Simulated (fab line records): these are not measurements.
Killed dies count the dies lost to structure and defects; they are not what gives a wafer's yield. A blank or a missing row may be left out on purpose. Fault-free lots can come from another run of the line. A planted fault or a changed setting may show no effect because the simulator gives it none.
fab line records -- flow n5-finfet
record: lots: 7, wafers: 20, last-day: 17
route steps=1938 shown SD_ACTIVATION@331 ILD0@335 BEOL_M4@1111
lots that met no fault: from a run of the same line without faults
start-h: start of the lot's first displayed wafer, in hours after the record's first day -- wait-h: hours elapsed since this lot's preceding step -- " as in the row above -- L1.1+2: a single row standing in for several wafers -- - no value, or no start was given -- * or withheld: withheld -- < > ~ a bound
route shown NAME@n: names a module that has steps shown in the file, with the first one's number in the route -- usual: mean/standard deviation taken from wafers without a fault -- same: alike in all rows -- chamber/n: place in a boat -- sites: per-site readings -- _std_site: the standard deviation of these -- _edge_site: outer sites' mean less inner sites' -- radius-mm: how far each site lies from the wafer's centre -- mask NAME#n: copy n -- behind: tool/chamber where the wafer was last shaped -- hold: reason for holding the lot/hours on hold/outcome of the hold -- device: which transistor (n, p or np) failed to switch -- end of line: tests run on the same wafers once the route is complete -- step lacking rows: just its recipe -- killed: not the wafer's yield, but the dies lost to structure and defects at the first sort -- map: dies across one wafer; x = killed, . = not, _ = none there
set.NAME: the setting as run; set.NAME@STEP: as run at that earlier step -- model.NAME: the simulator's own value behind a step, which no gauge read
lots at selected steps of the route; one table per step, one row per wafer
services: when a tool's chamber went out of use (start-h, in hours from the record's first day, below 0 if earlier), for how many hours, and the reason
== steps ==
step: N5_SD_ACTIVATION_LSA_01
recipe: temp-c: 1080, time-s: 0.0008, ambient: N2
usual: wafer_temp_C_max: 1084.7/2.3
lot.wafer,tool,chamber,start-h,wait-h,wafer_temp_C_max
L749.1,laser-anneal-01,0,56.61,0.2,1082.5
L749.2,laser-anneal-01,0,56.61,0.2,1082.0
L749.5,laser-anneal-01,0,56.61,0.2,1081.4
L759.2,laser-anneal-01,0,119.31,0.2,1082.5
L759.3,laser-anneal-01,0,119.31,0.2,1081.9
L759.4,laser-anneal-01,0,119.31,0.2,1083.2
L763.1,laser-anneal-01,0,150.31,0.2,1083.1
L763.2,laser-anneal-01,0,150.31,0.2,1083.1
L763.5,laser-anneal-01,0,150.31,0.2,1082.3
L768.2,laser-anneal-02,0,174.72,0.2,1085.5
L768.4,laser-anneal-02,0,174.72,0.2,1086.7
L768.5,laser-anneal-02,0,174.72,0.2,1088.8
L770.2,laser-anneal-02,0,185.23,0.2,1086.3
L770.3,laser-anneal-02,0,185.23,0.2,1084.6
L770.5,laser-anneal-02,0,185.23,0.2,1086.4
L771.1,laser-anneal-01,0,191.26,0.2,1081.9
L771.3,laser-anneal-01,0,191.26,0.2,1082.2
L771.5,laser-anneal-01,0,191.26,0.2,1082.2
L772.2,laser-anneal-02,0,198.10,0.2,1086.8
L772.3,laser-anneal-02,0,198.10,0.2,1088.2
step: N5_SD_ACTIVATION_RS_MEAS_03
recipe: thk-meas-gauge: four-point-probe
usual: RS_SD_N: 21.95/0.23, RS_SD_P: 56.0/0.83
lot.wafer,tool,chamber,start-h,wait-h,RS_SD_N[ohm/sq],RS_SD_P[ohm/sq]
L749.1,film-metro-01,-,56.83,0.2,22.32,57.0
L749.2,film-metro-01,-,56.83,0.2,22.13,56.4
L749.5,film-metro-01,-,56.83,0.2,21.96,56.9
L759.2,film-metro-02,-,119.50,0.2,21.81,55.8
L759.3,film-metro-02,-,119.50,0.2,22.10,55.1
L759.4,film-metro-02,-,119.50,0.2,21.62,56.4
L763.1,film-metro-02,-,150.51,0.2,22.10,55.1
L763.2,film-metro-02,-,150.51,0.2,22.34,55.3
L763.5,film-metro-02,-,150.51,0.2,21.90,55.7
L768.2,film-metro-02,-,174.91,0.2,22.14,55.8
L768.4,film-metro-02,-,174.91,0.2,22.11,55.8
L768.5,film-metro-02,-,174.91,0.2,22.10,56.0
L770.2,film-metro-01,-,185.42,0.2,22.30,56.5
L770.3,film-metro-01,-,185.42,0.2,21.56,55.9
L770.5,film-metro-01,-,185.42,0.2,21.71,54.7
L771.1,film-metro-01,-,191.46,0.2,22.15,55.8
L771.3,film-metro-01,-,191.46,0.2,22.22,55.8
L771.5,film-metro-01,-,191.46,0.2,22.28,57.0
L772.2,film-metro-01,-,198.29,0.2,21.88,55.6
L772.3,film-metro-01,-,198.29,0.2,22.04,55.8
step: N5_SD_ACTIVATION_INSPECT_02
recipe: inspect-instrument: darkfield, mode: post-anneal
usual: raw-defect-count: 184/35
lot.wafer,tool,chamber,start-h,wait-h,raw-defect-count
L749.1,defect-inspect-02,-,57.15,0.2,140
L749.2,defect-inspect-02,-,57.15,0.2,155
L749.5,defect-inspect-02,-,57.15,0.2,195
L759.2,defect-inspect-01,-,119.80,0.1,173
L759.3,defect-inspect-01,-,119.80,0.1,237
L759.4,defect-inspect-01,-,119.80,0.1,174
L763.1,defect-inspect-01,-,150.83,0.2,200
L763.2,defect-inspect-01,-,150.83,0.2,234
L763.5,defect-inspect-01,-,150.83,0.2,188
L768.2,defect-inspect-02,-,175.21,0.1,258
L768.4,defect-inspect-02,-,175.21,0.1,261
L768.5,defect-inspect-02,-,175.21,0.1,181
L770.2,defect-inspect-02,-,185.73,0.1,135
L770.3,defect-inspect-02,-,185.73,0.1,147
L770.5,defect-inspect-02,-,185.73,0.1,149
L771.1,defect-inspect-01,-,191.78,0.2,192
L771.3,defect-inspect-01,-,191.78,0.2,214
L771.5,defect-inspect-01,-,191.78,0.2,177
L772.2,defect-inspect-01,-,198.60,0.2,129
L772.3,defect-inspect-01,-,198.60,0.2,155
step: N5_ILD0_LINER_00
recipe: material: SiNx, target-thk-a: 40, temp-c: 400, ald-precursor-family: SiH2I2, ald-co-reactant: N2/H2-plasma, pulse-time-s: 1, purge-time-s: 2, co-reactant-purge-time-s: 2, ald-cycles: 80, pressure-torr: 2
usual: heater-power-w: 864/78, precursor-pulse-height-rel: 0.999/0.021
lot.wafer,tool,chamber,start-h,wait-h,heater-power-w,precursor-pulse-height-rel,since-wet-clean-h
L749.1,ald-sin-02,3,57.19,0.0,930,0.974,49
L749.2,ald-sin-02,1,57.19,0.0,1023,1.034,49
L749.5,ald-sin-02,1,57.19,0.0,1039,0.984,-
L759.2,ald-sin-02,3,119.84,0.0,911,0.969,111
L759.3,ald-sin-02,0,119.84,0.0,841,0.999,111
L759.4,ald-sin-02,2,119.84,0.0,821,0.991,111
L763.1,ald-sin-04,1,150.87,0.0,860,0.983,340
L763.2,ald-sin-04,2,150.87,0.0,753,0.977,340
L763.5,ald-sin-04,2,150.87,0.0,762,0.994,-
L768.2,ald-sin-03,1,175.25,0.0,969,1.027,76
L768.4,ald-sin-03,3,175.25,0.0,833,1.023,76
L768.5,ald-sin-03,0,175.25,0.0,824,1.023,-
L770.2,ald-sin-03,0,186.23,0.5,838,0.999,87
L770.3,ald-sin-03,3,186.23,0.5,836,0.980,87
L770.5,ald-sin-03,1,186.23,0.5,964,0.973,-
L771.1,ald-sin-02,2,192.20,0.4,838,0.978,184
L771.3,ald-sin-02,3,192.20,0.4,917,1.008,184
L771.5,ald-sin-02,2,192.20,0.4,832,1.023,-
L772.2,ald-sin-04,0,198.64,0.0,821,0.974,7
L772.3,ald-sin-04,1,198.64,0.0,911,0.992,7
step: N5_ILD0_FCVD_FILL_01
recipe: material: SiO2_flowable, target-thk-a: 2000, temp-c: 100, pressure-torr: 0.8, rf-w: 2000, time-s: 328.3
step: N5_ILD0_CURE_02
recipe: temp-c: 450, time-s: 1800, ambient: steam, idle-temp-c: 400, ramp-up-c-per-min: 5, ramp-down-c-per-min: 3, densification-p-h2o-torr: 640
step: N5_ILD0_CMP_03
recipe: stop-on: SiNx, t-overpolish-s: 1.9, post-cmp-clean: alkaline-brush, down-force-psi: 4.1491, platen-rpm: 51.796, pad-velocity-m-s: 1.0306, target-thk-nm: 197.38
usual: motor-current-A: 12.5/1.2, overpolish-run-s: 1.899/0.009, time-to-endpoint-s: 70.6/2.8
same: t-overpolish-s: 1.9
lot.wafer,tool,chamber,start-h,wait-h,motor-current-A,overpolish-run-s,time-to-endpoint-s
L749.2,cmp-02,1,59.55,0.0,13.2,1.897,71.0
L749.1,cmp-02,0,59.55,0.0,12.5,1.912,69.2
L749.5,cmp-02,1,59.55,0.0,13.2,1.904,65.8
L759.2,cmp-04,3,122.24,0.1,12.6,1.897,69.9
L759.3,cmp-04,0,122.24,0.1,12.0,1.886,67.9
L759.4,cmp-04,1,122.24,0.1,14.4,1.907,68.8
L763.1,cmp-01,3,153.28,0.1,13.4,1.893,67.5
L763.2,cmp-01,1,153.28,0.1,14.9,1.912,64.6
L763.5,cmp-01,2,153.28,0.1,13.2,1.906,67.4
L768.2,cmp-02,2,177.73,0.1,11.3,1.885,72.0
L768.4,cmp-02,0,177.73,0.1,13.7,1.889,68.1
L768.5,cmp-02,2,177.73,0.1,11.2,1.910,70.7
L770.3,cmp-01,1,188.96,0.0,14.3,1.898,67.9
L770.2,cmp-01,3,188.96,0.0,13.4,1.895,70.4
L770.5,cmp-01,2,188.96,0.0,13.2,1.902,68.9
L771.1,cmp-01,3,194.96,0.1,13.3,1.892,72.1
L771.3,cmp-01,1,194.96,0.1,15.1,1.886,71.4
L771.5,cmp-01,3,194.96,0.1,14.0,1.906,72.8
L772.3,cmp-04,0,201.41,0.0,11.2,1.908,71.3
L772.2,cmp-04,2,201.41,0.0,12.8,1.890,68.4
step: N5_ILD0_THK_MEAS_04
usual: thk-nm: 197.5/0.9
lot.wafer,tool,chamber,start-h,wait-h,thk-nm
L749.1,film-metro-02,-,59.84,-,197.7
L749.2,film-metro-02,-,59.84,-,199.3
L749.5,film-metro-02,-,59.84,-,197.3
L759.2,film-metro-02,-,122.50,-,197.3
L759.3,film-metro-02,-,122.50,-,198.0
L759.4,film-metro-02,-,122.50,-,195.9
L763.1,film-metro-01,-,153.54,-,197.6
L763.2,film-metro-01,-,153.54,-,197.2
L763.5,film-metro-01,-,153.54,-,197.1
L768.2,film-metro-02,-,177.99,-,199.0
L768.4,film-metro-02,-,177.99,-,198.1
L768.5,film-metro-02,-,177.99,-,198.1
L770.2,film-metro-02,-,189.26,-,197.8
L770.3,film-metro-02,-,189.26,-,197.8
L770.5,film-metro-02,-,189.26,-,197.8
L771.1,film-metro-01,-,195.22,-,196.9
L771.3,film-metro-01,-,195.22,-,197.6
L771.5,film-metro-01,-,195.22,-,197.5
L772.2,film-metro-01,-,201.70,-,197.6
L772.3,film-metro-01,-,201.70,-,198.0
step: N5_ILD0_CMP_07
recipe: stop-on: poly-Si, material: SiO2_flowable, t-overpolish-s: 1.18, post-cmp-clean: alkaline-brush, down-force-psi: 4.1491, platen-rpm: 51.796, pad-velocity-m-s: 1.0306, target-thk-nm: 138.88
usual: motor-current-A: 12.5/1.1
same: t-overpolish-s: 1.18
lot.wafer,tool,chamber,start-h,wait-h,motor-current-A
L749.1,cmp-02,1,59.91,0.1,13.1
L749.2,cmp-02,3,59.91,0.1,11.9
L749.5,cmp-02,1,59.91,0.1,13.4
L759.3,cmp-02,3,122.53,0.0,11.4
L759.2,cmp-02,0,122.53,0.0,12.6
L759.4,cmp-02,2,122.53,0.0,10.9
L763.2,cmp-02,0,153.57,0.0,13.3
L763.1,cmp-02,1,153.57,0.0,13.2
L763.5,cmp-02,1,153.57,0.0,13.0
L768.4,cmp-01,2,178.10,0.1,13.4
L768.2,cmp-01,3,178.10,0.1,13.9
L768.5,cmp-01,1,178.10,0.1,14.8
L770.3,cmp-04,2,189.28,0.0,12.7
L770.2,cmp-04,1,189.28,0.0,14.2
L770.5,cmp-04,3,189.28,0.0,11.7
L771.3,cmp-02,2,195.33,0.1,11.0
L771.1,cmp-02,3,195.33,0.1,11.6
L771.5,cmp-02,1,195.33,0.1,13.3
L772.2,cmp-01,2,201.81,0.1,12.4
L772.3,cmp-01,3,201.81,0.1,12.8
step: N5_ILD0_THK_MEAS_08
usual: thk-nm: 138.6/0.82
lot.wafer,tool,chamber,start-h,wait-h,thk-nm
L749.1,film-metro-02,-,60.17,-,138.6
L749.2,film-metro-02,-,60.17,-,138.1
L749.5,film-metro-02,-,60.17,-,139.4
L759.2,film-metro-01,-,122.82,-,138.3
L759.3,film-metro-01,-,122.82,-,138.5
L759.4,film-metro-01,-,122.82,-,137.6
L763.1,film-metro-02,-,153.86,-,138.5
L763.2,film-metro-02,-,153.86,-,138.7
L763.5,film-metro-02,-,153.86,-,137.6
L768.2,film-metro-02,-,178.32,-,138.4
L768.4,film-metro-02,-,178.32,-,137.3
L768.5,film-metro-02,-,178.32,-,138.6
L770.2,film-metro-02,-,189.58,-,138.6
L770.3,film-metro-02,-,189.58,-,139.2
L770.5,film-metro-02,-,189.58,-,139.1
L771.1,film-metro-01,-,195.54,-,139.9
L771.3,film-metro-01,-,195.54,-,140.6
L771.5,film-metro-01,-,195.54,-,139.9
L772.2,film-metro-02,-,202.03,-,138.9
L772.3,film-metro-02,-,202.03,-,138.1
step: N5_ILD0_PRECLEAN_10
recipe: chemistry: NF3:NH3, afs-cycles: 5, time-s: 20, temp-c: 30, sublimation-temp-c: 180, sublimation-time-s: 60, pressure-torr: 3, rf-power-w: 30
step: N5_ILD0_ALD_15
recipe: material: SiNx, target-thk-a: 240, temp-c: 400, ald-precursor-family: SiH2I2, ald-co-reactant: N2/H2-plasma, pulse-time-s: 1, ald-cycles: 480, purge-time-s: 2, co-reactant-purge-time-s: 2, pressure-torr: 2
usual: ald-cycles: 480/0, heater-power-w: 861/71, precursor-pulse-height-rel: 1.002/0.021
lot.wafer,tool,chamber,start-h,wait-h,ald-cycles,heater-power-w,precursor-pulse-height-rel,since-wet-clean-h,model.SiNx_of_ILD0_ALD_15.thk-nm
L749.1,ald-sin-02,3,60.89,0.6,480,915,0.994,53,23.8
L749.2,ald-sin-02,0,60.89,0.6,480,806,1.010,53,24
L749.5,ald-sin-02,0,61.97,1.2,480,787,0.996,-,24
L759.2,ald-sin-04,1,123.54,0.5,480,864,0.967,313,24
L759.3,ald-sin-04,0,123.54,0.5,480,823,0.963,313,24
L759.4,ald-sin-04,2,123.54,0.5,480,772,1.005,313,24
L763.1,ald-sin-03,3,154.58,0.6,480,824,1.031,56,24
L763.2,ald-sin-03,2,154.58,0.6,480,795,1.002,56,24
L763.5,ald-sin-03,2,155.67,1.2,480,816,1.050,-,24
L768.2,ald-sin-03,0,179.62,1.0,480,831,0.999,81,24
L768.4,ald-sin-03,1,179.62,1.0,480,956,0.987,81,23.8
L768.5,ald-sin-03,3,180.71,1.8,851,835,0.994,-,42.6
L770.2,ald-sin-03,0,190.30,0.5,480,820,1.029,92,24.2
L770.3,ald-sin-03,3,190.30,0.5,851,826,1.012,92,42.6
L770.5,ald-sin-03,3,191.38,1.2,851,810,1.017,-,42.6
L771.1,ald-sin-02,2,196.26,0.6,480,828,1.007,188,24
L771.3,ald-sin-02,3,196.26,0.6,480,956,0.974,188,24
L771.5,ald-sin-02,2,197.35,1.2,480,841,1.016,-,24
L772.2,ald-sin-03,0,202.75,0.5,480,863,1.053,104,24
L772.3,ald-sin-03,3,202.75,0.5,851,844,1.015,104,42.6
step: N5_ILD0_CMP_12
recipe: stop-on: poly-Si, material: SiNx, t-overpolish-s: 6, post-cmp-clean: alkaline-brush, down-force-psi: 2.5, platen-rpm: 51.8, pad-velocity-m-s: 1.0307, target-thk-nm: 17.67
usual: motor-current-A: 9.1/0.78, time-to-endpoint-s: 28.8/2.2
lot.wafer,tool,chamber,start-h,wait-h,motor-current-A,time-to-endpoint-s
L749.1,cmp-02,3,63.12,1.2,8.2,30.4
L749.2,cmp-02,1,63.12,1.2,9.8,30.0
L749.5,cmp-02,3,63.12,1.2,8.8,31.2
L759.3,cmp-04,3,125.74,1.1,9.5,28.9
L759.4,cmp-04,1,125.74,1.1,10.0,27.4
L759.2,cmp-04,2,125.74,1.1,9.0,27.0
L763.2,cmp-04,1,156.82,1.2,9.9,28.8
L763.1,cmp-04,3,156.82,1.2,8.9,28.3
L763.5,cmp-04,1,156.82,1.2,9.8,28.8
L768.2,cmp-04,3,181.82,1.1,9.4,27.3
L768.4,cmp-04,2,181.82,1.1,9.4,26.8
L768.5,cmp-04,3,181.82,1.1,8.9,48.8
L770.2,cmp-02,2,192.50,1.1,8.0,32.2
L770.3,cmp-02,0,192.50,1.1,9.7,51.0
L770.5,cmp-02,2,192.50,1.1,8.1,55.1
L771.3,cmp-02,2,198.46,1.1,8.1,30.5
L771.1,cmp-02,0,198.46,1.1,9.2,25.4
L771.5,cmp-02,3,198.46,1.1,8.8,29.0
L772.3,cmp-02,2,204.95,1.1,8.4,53.4
L772.2,cmp-02,1,204.95,1.1,9.2,29.9
step: N5_ILD0_THK_MEAS_13
usual: thk-nm: 17.9/1.1
lot.wafer,tool,chamber,start-h,wait-h,thk-nm
L749.1,film-metro-01,-,63.38,-,17.5
L749.2,film-metro-01,-,63.38,-,18.3
L749.5,film-metro-01,-,63.38,-,18.3
L759.2,film-metro-02,-,126.04,-,15.4
L759.3,film-metro-02,-,126.04,-,17.2
L759.4,film-metro-02,-,126.04,-,16.9
L763.1,film-metro-01,-,157.08,-,18.0
L763.2,film-metro-01,-,157.08,-,18.2
L763.5,film-metro-01,-,157.08,-,17.6
L768.2,film-metro-02,-,182.12,-,17.0
L768.4,film-metro-02,-,182.12,-,16.4
L768.5,film-metro-02,-,182.12,-,18.6
L770.2,film-metro-01,-,192.80,-,18.7
L770.3,film-metro-01,-,192.80,-,17.8
L770.5,film-metro-01,-,192.80,-,19.1
L771.1,film-metro-02,-,198.76,-,18.1
L771.3,film-metro-02,-,198.76,-,19.6
L771.5,film-metro-02,-,198.76,-,20.4
L772.2,film-metro-01,-,205.24,-,18.3
L772.3,film-metro-01,-,205.24,-,19.7
step: N5_BEOL_M4_RC_MEAS_101
usual: DIBL_N: 36.1/1.3, DIBL_P: 36.3/1.4, IOFF_N: 0.162/0.024, IOFF_P: 0.22/0.033, ION_N: 674/9.9, ION_P: 464/7.6, SS_N: 71.6/0.53, SS_P: 73.4/0.55, VT_N: 249.4/2.9, VT_P: -249/3.3
lot.wafer,tool,chamber,start-h,wait-h,DIBL_N[mV/V],DIBL_P[mV/V],IOFF_N[nA/um],IOFF_P[nA/um],ION_N[uA/um],ION_P[uA/um],SS_N[mV/dec],SS_P[mV/dec],VT_N[mV],VT_P[mV]
L749.1,prober-02,0,166.21,0.0,35.9,35.5,0.130,0.19,655,456,71.3,73.4,255.8,-250
L749.2,prober-02,0,166.21,0.0,37.6,36.4,0.158,0.21,663,454,71.4,73.6,251.4,-249
L749.5,prober-02,0,166.21,0.0,36.5,36.1,0.141,0.20,670,458,72.0,73.5,252.3,-250
L759.2,prober-02,0,220.15,0.2,34.4,35.1,0.156,0.19,683,461,70.5,73.3,249.4,-253
L759.3,prober-02,0,220.15,0.2,34.1,35.2,0.156,0.19,675,458,71.0,72.9,247.8,-252
L759.4,prober-02,0,220.15,0.2,34.4,35.0,0.154,0.18,673,457,71.1,73.1,248.1,-252
L763.1,prober-02,0,242.40,0.0,35.7,36.6,0.165,0.26,680,483,71.2,73.7,246.5,-243
L763.2,prober-02,0,242.40,0.0,37.1,37.8,0.181,0.27,680,479,71.7,73.7,244.9,-244
L763.5,prober-02,0,242.40,0.0,34.3,34.2,0.126,0.21,663,470,71.6,72.4,254.0,-248
L768.2,prober-01,0,278.33,0.2,36.6,37.5,0.183,0.21,677,454,72.0,73.8,247.0,-250
L768.4,prober-01,0,278.33,0.2,35.4,35.7,0.156,0.19,670,456,71.4,73.2,250.5,-251
L768.5,prober-01,0,278.33,0.2,35.5,35.4,0.155,0.18,664,449,71.4,72.7,250.4,-253
L771.1,prober-01,0,294.06,0.0,34.5,36.8,0.139,0.20,674,463,71.7,72.4,254.1,-250
L771.3,prober-01,0,294.06,0.0,33.8,36.0,0.131,0.19,672,463,70.7,73.4,253.7,-250
L771.5,prober-01,0,294.06,0.0,32.2,34.3,0.111,0.16,664,457,70.4,73.0,257.3,-253
L772.2,prober-01,0,296.71,0.2,35.7,35.7,0.151,0.20,678,466,71.5,73.4,251.3,-249
L772.3,prober-01,0,296.71,0.2,34.9,35.3,0.137,0.19,663,459,70.6,73.3,252.7,-253
L770.2,prober-02,0,301.45,0.2,36.7,36.2,0.161,0.24,676,466,71.8,72.6,245.9,-245
L770.3,prober-02,0,301.45,0.2,35.1,34.4,0.132,0.20,668,464,71.1,71.9,250.1,-248
L770.5,prober-02,0,301.45,0.2,33.6,32.3,0.111,0.18,654,461,71.4,72.7,252.1,-250
== services ==
tool,chamber,start-h,hours,kind
ald-sin-04,-,35.55,6.0,pm
cmp-02,-,35.87,5.5,pm
cmp-01,-,36.18,4.0,pm
cmp-01,-,59.51,3.7,repair
ald-sin-02,-,67.35,0.4,repair
cmp-01,-,72.24,31.9,repair
cmp-02,-,81.87,0.4,repair
ald-sin-03,-,85.25,14.0,pm
ald-sin-03,0,85.25,14.0,vent-cycle
ald-sin-03,1,85.25,14.0,vent-cycle
ald-sin-03,2,85.25,14.0,vent-cycle
cmp-01,-,104.18,4.5,pm
ald-sin-04,-,109.71,2.8,pm
ald-sin-03,-,131.06,1.0,repair
cmp-04,-,131.65,2.6,repair
cmp-04,-,157.70,1.3,repair
cmp-04,-,169.03,0.3,repair
cmp-04,-,169.93,0.9,repair
ald-sin-04,-,177.59,14.0,pm
ald-sin-03,2,182.01,9.5,repair
cmp-02,-,184.67,4.0,pm
cmp-02,-,188.67,-,consumable-replace:conditioner
cmp-02,-,188.67,-,consumable-replace:pad
laser-anneal-01,-,202.58,1.3,pm
== key ==
first-sign: step: N5_ILD0_ALD_15, reading: ald-cycles, direction: up, sigmas: 99+, usual: *, struck: *
effect: step: N5_ILD0_CMP_12, reading: time-to-endpoint-s, direction: up, sigmas: 10, usual: *, struck: *
model-effect: step: N5_ILD0_ALD_15, value: SiNx_of_ILD0_ALD_15.thk-nm, without: 24.05, struck: 42.6
met-at N5_ILD0_ALD_15
struck-wafers L768.5,L770.3,L770.5,L772.3
rows-end L770.5
onset-between 154.58 179.62
fault: kind: process-parameter-drift, tool: ald-sin-03, chamber: 3, onset-h: 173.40, steps: N5_ILD0_ALD_15, channel: ald-cycles, offset: *, shape: step, acts-in: *, stated: *
rows-end: these wafers met a further fault down the route, and their rows from its step on are left out
